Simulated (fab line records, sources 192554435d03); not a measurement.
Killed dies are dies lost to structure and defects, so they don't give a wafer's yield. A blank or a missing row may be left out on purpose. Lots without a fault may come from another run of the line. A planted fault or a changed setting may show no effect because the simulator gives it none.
Chamber matching | flow n5_finfet | N5_BEOL_M2_CMP_52 on cmp-01: 4 sister chambers
The step polishes, stops on SiOC, t overpolish 6.8 s, target thk 40 nm. 14 wafers are shown with their chamber, then 7 later ones without.

WAFERS WITH THEIR CHAMBER
wafer  | chamber | motor_current_A (A) | edge_zone_pressure_frac | overpolish_run_s (s)
L075.1 | 0       | 5.4                 | 1.006                   | 6.814
L075.4 | 1       | 5.1                 | 0.996                   | 6.798
L075.6 | 1       | 5.0                 | 1.000                   | 6.801
L082.1 | 0       | 5.5                 | 0.995                   | 6.808
L082.3 | 2       | 5.7                 | 1.005                   | 6.813
L082.6 | 2       | 5.8                 | 1.004                   | 6.784
L085.3 | 1       | 5.1                 | 0.994                   | 6.800
L085.5 | 2       | 6.5                 | 1.001                   | 6.788
L085.6 | 1       | 5.1                 | 0.994                   | 6.801
L089.2 | 3       | 7.0                 | 1.005                   | 6.795
L089.3 | 1       | 5.3                 | 0.997                   | 6.814
L089.5 | 2       | 6.0                 | 1.001                   | 6.781
L088.3 | 0       | 5.3                 | 0.997                   | 6.805
L088.5 | 2       | 6.4                 | 0.999                   | 6.785

SIGNATURES (means of the wafers above)
reading                 | chamber 0 | chamber 1 | chamber 2 | chamber 3 | scatter within a chamber
motor_current_A         | 5.400     | 5.120     | 6.080     | 7.000     | 0.24
edge_zone_pressure_frac | 0.99933   | 0.99620   | 1.00200   | 1.00500   | 0.00343
overpolish_run_s        | 6.80900   | 6.80280   | 6.79020   | 6.79500   | 0.00938
Rule: a wafer's distance from a chamber is the root of the sum, over the readings, of the square of ((its reading less the chamber's mean) divided by the reading's scatter). The wafer belongs to the nearest chamber; if the next one is less than 2 further off, it can't be placed. The scatter: the root of (the sum of the squares of (reading less its chamber's mean) over the shown wafers, divided by (wafers less chambers)).

WAFERS WITHOUT THEIR CHAMBER
wafer  | motor_current_A (A) | edge_zone_pressure_frac | overpolish_run_s (s)
L088.6 | 5.1                 | 1.003                   | 6.817
L095.2 | 5.1                 | 0.995                   | 6.780
L095.4 | 6.3                 | 1.003                   | 6.797
L095.5 | 5.6                 | 1.000                   | 6.804
L096.3 | 5.2                 | 1.001                   | 6.788
L096.4 | 7.6                 | 0.991                   | 6.810
L096.5 | 5.9                 | 0.991                   | 6.799

WHICH CHAMBER EACH WENT THROUGH
wafer  | from the rows above          | in truth
L088.6 | can't be placed: 0 or 1      | 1
L095.2 | can't be placed: 1 or 0      | 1
L095.4 | can't be placed: 2 or 3      | 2
L095.5 | can't be placed: 0 or 1 or 2 | 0
L096.3 | can't be placed: 1 or 0 or 2 | 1
L096.4 | 3                            | 3
L096.5 | can't be placed: 0 or 2 or 1 | 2
Placed correctly: 1 of 7. Can't be placed from these rows: 6 (the true chamber is among the candidates in 6). Placed wrongly: 0.
